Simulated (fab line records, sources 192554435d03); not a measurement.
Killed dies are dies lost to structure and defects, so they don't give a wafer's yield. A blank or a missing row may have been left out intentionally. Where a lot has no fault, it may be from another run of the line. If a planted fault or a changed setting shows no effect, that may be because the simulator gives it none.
Lot-split experiment :: flow n5 finfet :: on a route of 1938 steps: 7 lots, 21 wafers read

ON THE SPLIT
At N5_BEOL_M1_ETCH_70 (etches SOC in N2/H2, target depth 80 nm, overetch 16 nm, time 120 s), the setting time s was moved away from the recipe's 120 s on 5 of the 21 wafers read, by -6.5% to +21.6%. For the rest of the wafers, this setting stayed at what the recipe calls for.

The reading comes from the split's own step.

THE READING
SiARC_of_BEOL_M1_COAT_68.thk nm (the simulator's own value, which no gauge read), in nm, at N5_BEOL_M1_ETCH_70 (etches SOC in N2/H2, target depth 80 nm, overetch 16 nm, time 120 s). The file gives no usual value for it. The 16 wafers here that ran the recipe average 6.3 nm, standard deviation 0.14 nm.

wafer: L075.1
tool, chamber at the split: rie diel-01, 0
time s as run, s: 120
against the recipe: recipe
SiARC_of_BEOL_M1_COAT_68.thk nm, nm: 6.2
against lot-mates on the recipe: -

wafer: L075.3
tool, chamber at the split: rie diel-01, 1
time s as run, s: 120
against the recipe: recipe
SiARC_of_BEOL_M1_COAT_68.thk nm, nm: 6.4
against lot-mates on the recipe: -

wafer: L075.6
tool, chamber at the split: rie diel-01, 0
time s as run, s: 135.2
against the recipe: +12.7%
SiARC_of_BEOL_M1_COAT_68.thk nm, nm: 5.6
against lot-mates on the recipe: -0.7

wafer: L076.4
tool, chamber at the split: rie diel-01, 1
time s as run, s: 120
against the recipe: recipe
SiARC_of_BEOL_M1_COAT_68.thk nm, nm: 6.4
against lot-mates on the recipe: -

wafer: L076.5
tool, chamber at the split: rie diel-01, 2,3
time s as run, s: 120
against the recipe: recipe
SiARC_of_BEOL_M1_COAT_68.thk nm, nm: 6.2
against lot-mates on the recipe: -

wafer: L076.6
tool, chamber at the split: rie diel-01, 2,3
time s as run, s: 120
against the recipe: recipe
SiARC_of_BEOL_M1_COAT_68.thk nm, nm: 6.2
against lot-mates on the recipe: -

wafer: L084.1
tool, chamber at the split: rie diel-03, 2
time s as run, s: 120
against the recipe: recipe
SiARC_of_BEOL_M1_COAT_68.thk nm, nm: 6.4
against lot-mates on the recipe: -

wafer: L084.2
tool, chamber at the split: rie diel-03, 1
time s as run, s: 120
against the recipe: recipe
SiARC_of_BEOL_M1_COAT_68.thk nm, nm: 6
against lot-mates on the recipe: -

wafer: L084.3
tool, chamber at the split: rie diel-03, 0
time s as run, s: 120
against the recipe: recipe
SiARC_of_BEOL_M1_COAT_68.thk nm, nm: 6.2
against lot-mates on the recipe: -

wafer: L087.1
tool, chamber at the split: rie diel-03, 2
time s as run, s: 120
against the recipe: recipe
SiARC_of_BEOL_M1_COAT_68.thk nm, nm: 6.4
against lot-mates on the recipe: -

wafer: L087.2
tool, chamber at the split: rie diel-03, 0
time s as run, s: 120
against the recipe: recipe
SiARC_of_BEOL_M1_COAT_68.thk nm, nm: 6.2
against lot-mates on the recipe: -

wafer: L087.6
tool, chamber at the split: rie diel-03, 0
time s as run, s: 120
against the recipe: recipe
SiARC_of_BEOL_M1_COAT_68.thk nm, nm: 6.2
against lot-mates on the recipe: -

wafer: L090.1
tool, chamber at the split: rie diel-01, 2
time s as run, s: 120
against the recipe: recipe
SiARC_of_BEOL_M1_COAT_68.thk nm, nm: 6.4
against lot-mates on the recipe: -

wafer: L090.3
tool, chamber at the split: rie diel-01, 0
time s as run, s: 112.2
against the recipe: -6.5%
SiARC_of_BEOL_M1_COAT_68.thk nm, nm: 6.8
against lot-mates on the recipe: +0.4

wafer: L090.6
tool, chamber at the split: rie diel-01, 0
time s as run, s: 112.2
against the recipe: -6.5%
SiARC_of_BEOL_M1_COAT_68.thk nm, nm: 6.8
against lot-mates on the recipe: +0.4

wafer: L092.2
tool, chamber at the split: rie diel-01, 3,2
time s as run, s: 145.9
against the recipe: +21.6%
SiARC_of_BEOL_M1_COAT_68.thk nm, nm: 5
against lot-mates on the recipe: -1.4

wafer: L092.6
tool, chamber at the split: rie diel-01, 3,2
time s as run, s: 145.9
against the recipe: +21.6%
SiARC_of_BEOL_M1_COAT_68.thk nm, nm: 5
against lot-mates on the recipe: -1.4

wafer: L092.3
tool, chamber at the split: rie diel-01, 2
time s as run, s: 120
against the recipe: recipe
SiARC_of_BEOL_M1_COAT_68.thk nm, nm: 6.4
against lot-mates on the recipe: -

wafer: L097.1
tool, chamber at the split: rie diel-03, 0
time s as run, s: 120
against the recipe: recipe
SiARC_of_BEOL_M1_COAT_68.thk nm, nm: 6.2
against lot-mates on the recipe: -

wafer: L097.5
tool, chamber at the split: rie diel-03, 2
time s as run, s: 120
against the recipe: recipe
SiARC_of_BEOL_M1_COAT_68.thk nm, nm: 6.4
against lot-mates on the recipe: -

wafer: L097.6
tool, chamber at the split: rie diel-03, 3
time s as run, s: 120
against the recipe: recipe
SiARC_of_BEOL_M1_COAT_68.thk nm, nm: 6.6
against lot-mates on the recipe: -
Rows listing several chambers each stand for several wafers; the file does not say which wafer went through which chamber.

FIT RESULTS
A straight line over all 21 wafers: SiARC_of_BEOL_M1_COAT_68.thk nm changes by -0.0613 nm for each +1% of time s; r = -0.96; the points scatter about the line by 0.13 nm.
The same after taking each lot's own level away (the mean of its wafers on the recipe; 21 wafers): -0.0633 nm for each +1%; r = -0.97; scatter 0.11 nm.
According to that fit, moving time s by its largest amount changes the reading by 1.4 nm.
Measured against the standard deviation above, the lots' own levels, which go from 6.20 to 6.40 nm, span 1.4 times it.
The two slopes agree, so the slope changes little with the lot-to-lot level.
Check: -1.34 nm against its lot-mates is what the line predicts for one of the wafers moved furthest among these (+21.6%) when that wafer is left out of the fit. Against them it came out at -1.4 nm.

THESE WAFERS: OTHER SPLITS
Other splits were also applied to these wafers ahead of the reading. Each is held against what the fit with the lots' levels taken away leaves over:
other split on the same wafers: N5_BEOL_M1_COAT_62 spin rpm
wafers away from the commonest value: 5
r with SiARC_of_BEOL_M1_COAT_68.thk nm (lot level and that fit taken away): -0.11

FILE'S OWN FIT
SiARC_of_BEOL_M1_COAT_68.thk nm changes by -0.0624 nm for each +1% of time s, r = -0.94.
